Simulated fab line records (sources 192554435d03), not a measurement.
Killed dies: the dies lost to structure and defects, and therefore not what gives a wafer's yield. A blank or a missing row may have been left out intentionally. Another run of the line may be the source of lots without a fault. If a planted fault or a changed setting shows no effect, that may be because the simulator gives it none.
Matching of chambers | flow n5 finfet | 4 sister chambers for N5_BEOL_M1_VIA_ETCH_34 on rie diel-06
The step etches the open film in C4F6/O2, target depth 67.8 nm, time 64.4 s. 4 wafers are shown with their chamber, then 7 later ones without.

== WAFERS, EACH WITH ITS CHAMBER ==
wafer  | chamber | showerhead plenum p Torr (Torr)
L081.6 | 2       | 2.97
L083.4 | 3       | 2.93
L084.1 | 1       | 2.78
L084.5 | 0       | 2.77

== WAFERS WITHOUT THEIR CHAMBER ==
wafer  | showerhead plenum p Torr (Torr)
L084.6 | 2.78
L085.1 | 2.78
L085.4 | 2.93
L085.5 | 2.93
L093.2 | 2.78
L093.3 | 2.92
L093.5 | 2.77

== CHAMBER TAKEN BY EACH ==
wafer  | from the rows above | in truth
L084.6 | 1                   | 1
L085.1 | 1                   | 1
L085.4 | 3                   | 3
L085.5 | 3                   | 3
L093.2 | 1                   | 1
L093.3 | 3                   | 3
L093.5 | 0                   | 0
Correctly placed: 7 of 7. Number that these rows cannot place: 0. 0 placed wrongly.
How it was worked out, from the rows above alone: a wafer's distance from a chamber is the root of the sum, over the readings, of the square of ((its reading less the chamber's mean) divided by the reading's scatter). The wafer belongs to the nearest chamber; if the next one is less than 2 further off, it can't be placed. The mean given for a chamber averages the wafers shown for that chamber. The scatter (one wafer shown for each chamber): square how far every hidden wafer sits from the nearest shown wafer, average those squares and take the square root.
